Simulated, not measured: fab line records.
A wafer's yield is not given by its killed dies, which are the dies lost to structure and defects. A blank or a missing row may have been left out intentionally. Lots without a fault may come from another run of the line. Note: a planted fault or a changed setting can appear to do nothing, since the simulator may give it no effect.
Matching of chambers	flow n5-finfet	N5_BEOL_M11_STRIP_36 on rie-diel-05: 4 sister chambers
The step strips in N2/H2. 4 wafers are shown with their chamber, then 7 later ones without.

WAFERS, EACH WITH ITS CHAMBER
wafer	chamber	drypump-motor-current-A (A)
L084.1	3	5.4
L084.3	0	5.0
L091.1	2	5.7
L091.2	1	6.2

WAFERS WHOSE CHAMBER IS MISSING
wafer	drypump-motor-current-A (A)
L091.4	5.0
L094.4	5.7
L094.5	5.7
L094.6	5.4
L095.1	5.3
L095.3	5.7
L095.6	5.7

THE CHAMBER EACH PASSED THROUGH
wafer	from the rows above	in truth
L091.4	0	0
L094.4	2	2
L094.5	2	2
L094.6	3	3
L095.1	3	3
L095.3	2	2
L095.6	2	2
Placed correctly: 7 of 7. Not placeable from these rows: 0. Wrongly placed: 0.
How it was worked out, from the rows above alone: a wafer's distance from a chamber is the root of the sum, over the readings, of the square of ((its reading less the chamber's mean) divided by the reading's scatter). The wafer belongs to the nearest chamber; if the next one is less than 2 further off, it can't be placed. Each chamber's mean is taken over the wafers shown for it. The scatter: with one shown wafer a chamber, the root of the mean of the squares of how far each hidden wafer lies from its nearest shown one.
